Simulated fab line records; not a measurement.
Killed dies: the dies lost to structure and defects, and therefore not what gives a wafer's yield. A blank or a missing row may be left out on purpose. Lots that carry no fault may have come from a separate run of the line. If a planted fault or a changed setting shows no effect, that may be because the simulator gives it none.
fab line records	flow n5Finfet
record lots=5	wafers=15	lastDay=18
route steps=1938 shown SDB@366 DUMMY_REMOVAL@377 BEOL_M4@1111 PASSIVATION@1936
lots that met no fault: from a run of the same line without faults
startH: hours from the record's first day to the start of the lot's first wafer shown	waitH: hours from the lot's prior step to this one	" repeats the value in the row above	L1.1+2: several wafers, shown together as one row	- no value present, or no start provided	* or withheld: withheld	< > ~ a bound
route shown NAME@n: NAME is a module with steps in the file, n the number in the route of the first one	usual: mean/standard deviation taken from wafers without a fault	same: alike in all rows	chamber/n: place in a boat	sites: readings site by site	_std_site: the values' standard deviation	_edge_site: inner sites' mean taken away from outer sites' mean	radiusMm: for every site, how far away it sits from the centre of the wafer	mask NAME#n: copy n	behind: the last tool/chamber to shape the wafer	hold: reason for holding the lot/hours on hold/outcome of the hold	device: transistor that didn't switch, given as n, p or np	end of line: tests of these same wafers at the route's end	where a step has no rows: the recipe by itself	killed: dies lost to structure and defects at the first sort, not the wafer's yield	map: dies across one wafer; x = killed, . = not, _ = none there
set.NAME: the setting the step ran with; set.NAME@STEP: the setting that earlier step ran with	model.NAME: the simulator's own value behind a step, which no gauge read
lots seen at some steps along the route; tables by step, rows by wafer
services: the hour from which a tool's chamber was out of use, counted from the record's first day as startH (under 0 if before that day), plus the number of hours and why
## steps
# step N5_SDB_PRECLEAN_23
# recipe chemistry=dHF	timeS=30	tempC=25	dilution=withheld
# step N5_SDB_DUMMY_REMOVE_24
# recipe chemistry=TMAH	tempC=70	target=poly-Si	stopOn=SiO2	targetDepthNm=142	concWtPct=5	timeS=57	dry=ipaMarangoni	rinseTimeS=30	rinseTempC=23
# step N5_SDB_ETCH_25
# recipe chemistry=C4F6/O2	target=SiO2	targetDepthA=100	timeS=3.3	ionEnergyEv=250	maskMaterial=SiNx	pressureMtorr=30	sourceW=345	biasW=185	Ar_flow_sccm=300	C4F6_flow_sccm=10	O2_flow_sccm=10
# step N5_SDB_CUT_ETCH_26
# recipe chemistry=HBr/Cl2/O2	target=Si	targetDepthA=1296	btTimeS=20	maskMaterial=SiNx	timeS=51.8	ionEnergyEv=*	biasW=*	pressureMtorr=10	icpW=800	HBr_flow_sccm=150	Cl2_flow_sccm=80	O2_flow_sccm=12
# step N5_SDB_PRECLEAN_38
# recipe chemistry=dHF	timeS=10	dilution=750:1	tempC=25
# step N5_SDB_PRECLEAN_39
# recipe chemistry=O3/DIW	timeS=45	tempC=22	o3Ppm=10
# step N5_SDB_SRD_28
# recipe dry=ipaMarangoni	timeS=30	tempC=23	rinseLiquid=diw
# step N5_SDB_ALD_29
# recipe material=SiNx	targetThkA=300	tempC=400	aldPrecursorFamily=SiH2I2	aldCoReactant=N2/H2-plasma	pulseTimeS=1	aldCycles=600	purgeTimeS=2	coReactantPurgeTimeS=2	pressureTorr=2
# step N5_SDB_CMP_30
# recipe stopOn=poly-Si	tOverpolishS=1.54	postCmpClean=alkalineBrush	downForcePsi=4.1491	platenRpm=51.796	padVelocityMS=1.0306	targetThkNm=30
# step N5_DUMMY_REMOVAL_HM_STRIP_01
# recipe chemistry=CH3F/O2	material=SiNx	targetDepthA=40	stopOn=poly-Si	timeS=6.8	overEtchFrac=0.3	ionEnergyEv=60	powerW=410	biasW=29	Ar_flow_sccm=150	CH3F_flow_sccm=30	O2_flow_sccm=20
# step N5_DUMMY_REMOVAL_STRIP_10
# recipe chemistry=N2/H2	timeS=40	powerW=100	tempC=40	pressureMtorr=100	rfFrequencyHz=6e+07	biasPowerW=3	n2FlowSccm=300	h2FlowSccm=300
# usual biasPowerW=3.000/0.0088	chamberPressureMTorr=100.00/0.099	drypumpMotorCurrentA=5.6/0.48	h2FlowSccm=300.1/0.96	oesProductAu=0.76/0.077	rfVppV=45.3/0.82	showerheadPlenumPTorr=3.35/0.098	throttleValvePct=12.35/0.28
lot.wafer	tool	chamber	startH	waitH	biasPowerW	chamberPressureMTorr	drypumpMotorCurrentA	h2FlowSccm	oesProductAu	rfHoursCounterH	rfVppV	showerheadPlenumPTorr	throttleValvePct
L439.1	rieDiel-06	3	164.50	0.0	-	-	-	-	-	-	-	-	-
L439.3	"	2	"	"	-	-	-	-	-	-	-	-	-
L439.5	"	2	"	"	-	-	-	-	-	-	-	-	-
L440.2	rieDiel-02	1	168.68	0.0	-	-	-	-	-	-	-	-	-
L440.3	"	3	"	"	-	-	-	-	-	-	-	-	-
L440.4	"	0	"	"	-	-	-	-	-	-	-	-	-
L441.1	rieDiel-02	2	172.05	0.0	-	-	-	-	-	-	-	-	-
L441.3	"	1	"	"	-	-	-	-	-	-	-	-	-
L441.5	"	0	"	"	-	-	-	-	-	-	-	-	-
L444.1	rieDiel-02	1	194.42	0.0	2.999	99.78	5.9	301.2	0.84	72	46.3	3.27	11.82
L444.2	"	0	"	"	2.996	99.75	6.0	298.3	0.75	178	44.2	3.33	12.50
L444.3	"	2	"	"	3.001	99.94	5.8	299.8	0.66	230	45.5	3.35	12.23
L447.2	rieDiel-04	2	211.39	0.0	3.006	99.98	6.2	300.8	0.68	231	46.2	3.50	12.78
L447.3	"	1	"	"	2.988	99.91	6.5	299.9	0.77	118	44.2	3.39	11.98
L447.6	"	2	"	"	2.991	100.16	6.1	301.1	0.68	-	45.7	3.50	12.77
# step N5_DUMMY_REMOVAL_PRECLEAN_07
# recipe chemistry=dHF	timeS=30	tempC=25	dilution=withheld
# step N5_DUMMY_REMOVAL_DUMMY_REMOVE_02
# recipe chemistry=TMAH	tempC=70	target=poly-Si	stopOn=SiO2	targetDepthNm=142	concWtPct=5	timeS=57	dry=ipaMarangoni	rinseTimeS=30	rinseTempC=23
# step N5_DUMMY_REMOVAL_INSPECT_06
# recipe inspectInstrument=brightfield	mode=aei
# usual rawDefectCount=12/5.3
lot.wafer	tool	chamber	startH	waitH	rawDefectCount
L439.1	defectInspect-01	-	164.66	0.0	133
L439.3	"	-	"	"	137
L439.5	"	-	"	"	111
L440.2	defectInspect-02	-	168.84	0.0	139
L440.3	"	-	"	"	144
L440.4	"	-	"	"	123
L441.1	defectInspect-01	-	172.21	0.0	123
L441.3	"	-	"	"	127
L441.5	"	-	"	"	118
L444.1	defectInspect-01	-	194.58	0.0	8
L444.2	"	-	"	"	20
L444.3	"	-	"	"	18
L447.2	defectInspect-02	-	211.55	0.0	7
L447.3	"	-	"	"	14
L447.6	"	-	"	"	13
# step N5_DUMMY_REMOVAL_PRECLEAN_08
# recipe chemistry=NF3:NH3	afsCycles=2	tempC=30	timeS=20	sublimationTempC=180	sublimationTimeS=60	pressureTorr=3	rfPowerW=30
# step N5_BEOL_M4_RC_MEAS_101
# usual DIBL_N=35.4/2.1	DIBL_P=34.8/2.6	IOFF_N=0.15/0.037	IOFF_P=0.19/0.037	ION_N=677/16	ION_P=462/9.3	SS_N=71.4/0.75	SS_P=72.9/0.77	VT_N=250/3.7	VT_P=-251/3.5
lot.wafer	tool	chamber	startH	waitH	DIBL_N[mV/V]	DIBL_P[mV/V]	IOFF_N[nA/um]	IOFF_P[nA/um]	ION_N[uA/um]	ION_P[uA/um]	SS_N[mV/dec]	SS_P[mV/dec]	VT_N[mV]	VT_P[mV]
L444.1	prober-01	0	302.88	0.0	36.3	34.1	0.13	0.14	659	445	71.5	73.1	256	-257
L444.2	"	0	"	"	38.0	37.4	0.18	0.20	696	467	71.8	74.3	247	-252
L444.3	"	0	"	"	38.2	38.1	0.19	0.21	704	475	71.7	75.0	247	-253
L447.2	prober-02	0	326.19	0.2	36.8	37.0	0.18	0.19	703	462	72.1	73.5	248	-252
L447.3	"	0	"	"	34.6	36.3	0.15	0.20	689	468	71.3	72.6	247	-252
L447.6	"	0	"	"	33.5	32.9	0.12	0.15	680	463	71.7	72.2	251	-256
# step N5_PASSIVATION_PROBE_49
# usual defectLimitedYield=90.5/1.7	killed_at_M0_to_M3=37/12	killed_at_M4_up=14/5.2	killedAtContacts=12/5.9	killedAtFrontEnd=45/14	killedAtOther=3.5/2.8	killedDies=112/21	killedOnRim=15/4.5	killedOpen=73/15	killedShort=36/8.9	sort_bin_5_function=5.6/1.2	sort_bin_6_memory=3.5/0.68	sortNPass=1068/21	sortYieldPct=90.5/1.8
# same grossDies=1180	killedAtBackSide=0	sort_bin_4_leakage[%]=0	sort_bin_8_speed[%]=0
lot.wafer	tool	chamber	startH	waitH	defectLimitedYield[%]	killed_at_M0_to_M3	killed_at_M4_up	killedAtContacts	killedAtFrontEnd	killedAtOther	killedDies	killedOnRim	killedOpen	killedShort	sort_bin_5_function[%]	sort_bin_6_memory[%]	sortNPass	sortYieldPct[%]
L439.1	prober-02	-	374.86	0.0	0	47	13	9	1100	11	1180	152	83	46	95.8	3.8	0	0
L439.3	prober-02	-	374.96	0.1	0	45	14	20	1097	4	1180	152	68	47	95.8	4.0	0	0
L439.5	prober-02	-	375.06	0.2	0	73	19	33	1053	2	1180	152	111	60	94.6	4.8	0	0
L441.1	prober-01	-	379.61	0.4	0	31	11	18	1117	3	1180	152	73	36	95.0	4.7	0	0
L441.3	prober-01	-	379.71	0.5	0	39	16	20	1104	1	1180	152	58	45	96.8	2.6	0	0
L441.5	prober-01	-	379.81	0.6	0	17	15	20	1128	0	1180	152	58	32	97.4	2.5	0	0
L440.2	prober-01	-	379.96	0.6	0	14	15	6	1139	6	1180	152	64	19	97.0	2.7	0	0
L440.3	prober-01	-	380.01	0.7	0	30	8	6	1130	6	1180	152	82	33	95.3	4.3	0	0
L440.4	prober-01	-	380.06	0.7	0	38	11	9	1114	8	1180	152	61	40	96.4	3.1	0	0
# killed by level:class
L439.1 DUMMY_REMOVAL:areaStrip=1049 BEOL_M3:geometricParticle:open=15 FIN_SAQP:geometricParticle:short=10 STI_FIN_REVEAL:geometricParticle:open=10 DUMMY_GATE:geometricParticle:open=9 MOL_CONTACT_COAG:geometricParticle:open=8 BEOL_M0_SAQP:geometricParticle:short=8 FIN_SAQP:geometricParticle:open=6
L439.3 DUMMY_REMOVAL:areaStrip=1065 MOL_CONTACT_COAG:geometricParticle:open=15 BEOL_M3:geometricParticle:open=10 FIN_SAQP:geometricParticle:short=9 BEOL_M0_SAQP:geometricParticle:short=9 BEOL_M0_SAQP:geometricParticle:open=8 BEOL_M4:geometricParticle:open=7 STI_FIN_REVEAL:geometricParticle:open=5
L439.5 DUMMY_REMOVAL:areaStrip=1009 MOL_CONTACT_COAG:geometricParticle:open=23 BEOL_M0_SAQP:geometricParticle:short=20 BEOL_M1:geometricParticle:open=16 BEOL_M3:geometricParticle:open=15 BEOL_M0_SAQP:geometricParticle:open=14 FIN_SAQP:geometricParticle:short=13 FIN_SAQP:geometricParticle:open=10
L441.1 DUMMY_REMOVAL:areaStrip=1071 MOL_CONTACT_COAG:geometricParticle:open=15 FIN_SAQP:geometricParticle:open=13 BEOL_M0_SAQP:geometricParticle:open=12 FIN_SAQP:geometricParticle:short=10 STARTING-WAFER:geometricParticle:short=6 BEOL_M1:geometricParticle:open=5 BEOL_M0_SAQP:geometricParticle:short=4
L441.3 DUMMY_REMOVAL:areaStrip=1077 BEOL_M0_SAQP:geometricParticle:short=14 BEOL_M0_SAQP:geometricParticle:open=13 MOL_CONTACT_COAG:geometricParticle:open=12 MOL_CONTACT_COAG:geometricParticle:short=8 FIN_SAQP:geometricParticle:short=7 BEOL_M4:geometricParticle:open=6 STI_FIN_REVEAL:geometricParticle:open=4
L441.5 DUMMY_REMOVAL:areaStrip=1090 MOL_CONTACT_COAG:geometricParticle:open=13 FIN_SAQP:geometricParticle:open=12 FIN_SAQP:geometricParticle:short=9 MOL_CONTACT_COAG:geometricParticle:short=7 BEOL_M0_SAQP:geometricParticle:open=6 BEOL_M0_SAQP:geometricParticle:short=6 BEOL_M8:geometricParticle:open=5
L440.2 DUMMY_REMOVAL:areaStrip=1097 FIN_SAQP:geometricParticle:open=12 STI_FIN_REVEAL:geometricParticle:open=7 BEOL_M4:geometricParticle:open=6 STARTING-WAFER:geometricParticle:open=6 GATE_CUT:geometricParticle:short=4 MOL_CONTACT_COAG:geometricParticle:open=4 BEOL_M2:geometricParticle:open=4
L440.3 DUMMY_REMOVAL:areaStrip=1065 STI_FIN_REVEAL:geometricParticle:open=32 FIN_SAQP:geometricParticle:open=7 BEOL_M3:geometricParticle:open=6 BEOL_M0_SAQP:geometricParticle:short=6 BEOL_M1:geometricParticle:open=6 STI_FIN_REVEAL:geometricParticle:short=5 BEOL_M2:geometricParticle:open=5
L440.4 DUMMY_REMOVAL:areaStrip=1078 STI_FIN_REVEAL:geometricParticle:open=9 BEOL_M3:geometricParticle:open=8 MOL_CONTACT_COAG:geometricParticle:open=7 FIN_SAQP:geometricParticle:open=6 BEOL_M0_SAQP:geometricParticle:short=6 BEOL_M2:geometricParticle:open=6 BEOL_M0_SAQP:geometricParticle:open=5
# map L439.1 (x killed, . not)
_________________xxxxxxxxxxxx________________
______________xxxxxxxxxxxxxxxxxx_____________
___________xxxxxxxxxxxxxxxxxxxxxxxx__________
__________xxxxxxxxxxxxxxxxxxxxxxxxxx_________
________xxxxxxxxxxxxxxxxxxxxxxxxxxxxxx_______
_______xxxxxxxxxxxxxxxxxxxxxxxxxxxxxxxx______
______xxxxxxxxxxxxxxxxxxxxxxxxxxxxxxxxxx_____
_____xxxxxxxxxxxxxxxxxxxxxxxxxxxxxxxxxxxx____
____xxxxxxxxxxxxxxxxxxxxxxxxxxxxxxxxxxxxxx___
___xxxxxxxxxxxxxxxxxxxxxxxxxxxxxxxxxxxxxxxx__
___xxxxxxxxxxxxxxxxxxxxxxxxxxxxxxxxxxxxxxxx__
__xxxxxxxxxxxxxxxxxxxxxxxxxxxxxxxxxxxxxxxxxx_
__xxxxxxxxxxxxxxxxxxxxxxxxxxxxxxxxxxxxxxxxxx_
_xxxxxxxxxxxxxxxxxxxxxxxxxxxxxxxxxxxxxxxxxxxx
_xxxxxxxxxxxxxxxxxxxxxxxxxxxxxxxxxxxxxxxxxxxx
_xxxxxxxxxxxxxxxxxxxxxxxxxxxxxxxxxxxxxxxxxxxx
_xxxxxxxxxxxxxxxxxxxxxxxxxxxxxxxxxxxxxxxxxxxx
_xxxxxxxxxxxxxxxxxxxxxxxxxxxxxxxxxxxxxxxxxxxx
_xxxxxxxxxxxxxxxxxxxxxxxxxxxxxxxxxxxxxxxxxxxx
_xxxxxxxxxxxxxxxxxxxxxxxxxxxxxxxxxxxxxxxxxxxx
_xxxxxxxxxxxxxxxxxxxxxxxxxxxxxxxxxxxxxxxxxxxx
__xxxxxxxxxxxxxxxxxxxxxxxxxxxxxxxxxxxxxxxxxx_
__xxxxxxxxxxxxxxxxxxxxxxxxxxxxxxxxxxxxxxxxxx_
___xxxxxxxxxxxxxxxxxxxxxxxxxxxxxxxxxxxxxxxx__
___xxxxxxxxxxxxxxxxxxxxxxxxxxxxxxxxxxxxxxxx__
____xxxxxxxxxxxxxxxxxxxxxxxxxxxxxxxxxxxxxx___
_____xxxxxxxxxxxxxxxxxxxxxxxxxxxxxxxxxxxx____
______xxxxxxxxxxxxxxxxxxxxxxxxxxxxxxxxxx_____
_______xxxxxxxxxxxxxxxxxxxxxxxxxxxxxxxx______
________xxxxxxxxxxxxxxxxxxxxxxxxxxxxxx_______
__________xxxxxxxxxxxxxxxxxxxxxxxxxx_________
___________xxxxxxxxxxxxxxxxxxxxxxxx__________
______________xxxxxxxxxxxxxxxxxx_____________
_________________xxxxxxxxxxxx________________
# map L440.2 (x killed, . not)
_________________xxxxxxxxxxxx________________
______________xxxxxxxxxxxxxxxxxx_____________
___________xxxxxxxxxxxxxxxxxxxxxxxx__________
__________xxxxxxxxxxxxxxxxxxxxxxxxxx_________
________xxxxxxxxxxxxxxxxxxxxxxxxxxxxxx_______
_______xxxxxxxxxxxxxxxxxxxxxxxxxxxxxxxx______
______xxxxxxxxxxxxxxxxxxxxxxxxxxxxxxxxxx_____
_____xxxxxxxxxxxxxxxxxxxxxxxxxxxxxxxxxxxx____
____xxxxxxxxxxxxxxxxxxxxxxxxxxxxxxxxxxxxxx___
___xxxxxxxxxxxxxxxxxxxxxxxxxxxxxxxxxxxxxxxx__
___xxxxxxxxxxxxxxxxxxxxxxxxxxxxxxxxxxxxxxxx__
__xxxxxxxxxxxxxxxxxxxxxxxxxxxxxxxxxxxxxxxxxx_
__xxxxxxxxxxxxxxxxxxxxxxxxxxxxxxxxxxxxxxxxxx_
_xxxxxxxxxxxxxxxxxxxxxxxxxxxxxxxxxxxxxxxxxxxx
_xxxxxxxxxxxxxxxxxxxxxxxxxxxxxxxxxxxxxxxxxxxx
_xxxxxxxxxxxxxxxxxxxxxxxxxxxxxxxxxxxxxxxxxxxx
_xxxxxxxxxxxxxxxxxxxxxxxxxxxxxxxxxxxxxxxxxxxx
_xxxxxxxxxxxxxxxxxxxxxxxxxxxxxxxxxxxxxxxxxxxx
_xxxxxxxxxxxxxxxxxxxxxxxxxxxxxxxxxxxxxxxxxxxx
_xxxxxxxxxxxxxxxxxxxxxxxxxxxxxxxxxxxxxxxxxxxx
_xxxxxxxxxxxxxxxxxxxxxxxxxxxxxxxxxxxxxxxxxxxx
__xxxxxxxxxxxxxxxxxxxxxxxxxxxxxxxxxxxxxxxxxx_
__xxxxxxxxxxxxxxxxxxxxxxxxxxxxxxxxxxxxxxxxxx_
___xxxxxxxxxxxxxxxxxxxxxxxxxxxxxxxxxxxxxxxx__
___xxxxxxxxxxxxxxxxxxxxxxxxxxxxxxxxxxxxxxxx__
____xxxxxxxxxxxxxxxxxxxxxxxxxxxxxxxxxxxxxx___
_____xxxxxxxxxxxxxxxxxxxxxxxxxxxxxxxxxxxx____
______xxxxxxxxxxxxxxxxxxxxxxxxxxxxxxxxxx_____
_______xxxxxxxxxxxxxxxxxxxxxxxxxxxxxxxx______
________xxxxxxxxxxxxxxxxxxxxxxxxxxxxxx_______
__________xxxxxxxxxxxxxxxxxxxxxxxxxx_________
___________xxxxxxxxxxxxxxxxxxxxxxxx__________
______________xxxxxxxxxxxxxxxxxx_____________
_________________xxxxxxxxxxxx________________
## services
tool	chamber	startH	hours	kind
rieDiel-06	2	165.75	-	clean
rieDiel-06	2	165.75	-	consumableReplace:focusRing
rieDiel-06	2	165.75	18.1	scheduledDown
rieDiel-06	2	165.75	18.1	ventCycle
rieDiel-02	1	177.11	5.9	repair
rieDiel-06	1	184.00	81.3	repair
rieDiel-04	0	186.86	-	clean
rieDiel-04	0	186.86	-	consumableReplace:focusRing
rieDiel-04	0	186.86	14.6	scheduledDown
rieDiel-04	0	186.86	14.6	ventCycle
rieDiel-02	3	191.84	6.5	repair
rieDiel-04	2	198.53	2.8	repair
## key
firstSign step=N5_DUMMY_REMOVAL_STRIP_10	reading=toolRecord	direction=missing
effect step=N5_DUMMY_REMOVAL_INSPECT_06	reading=rawDefectCount	direction=up	sigmas=22	usual=12	struck=128
effect step=N5_PASSIVATION_PROBE_49	reading=killedAtFrontEnd	direction=up	sigmas=76	usual=45	struck=1109
moreKillsBornAt N5_DUMMY_REMOVAL_STRIP_10@rieDiel-02=6479	N5_DUMMY_REMOVAL_STRIP_10@rieDiel-06=3123
metAt N5_DUMMY_REMOVAL_STRIP_10
struckWafers L439.1,L439.3,L439.5,L440.2,L440.3,L440.4,L441.1,L441.3,L441.5
laterRowsLeftOut L439.1,L439.3,L439.5,L440.2,L440.3,L440.4,L441.1,L441.3,L441.5
fault kind=skippedStepWhole	tool=rieDiel-02,rieDiel-06	chamber=-	onsetH=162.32	steps=N5_DUMMY_REMOVAL_STRIP_10	scope=struckLotsOnly
# laterRowsLeftOut: the simulator's readings of these wafers behind a module that went badly wrong aren't trusted and aren't shown, but for the sort
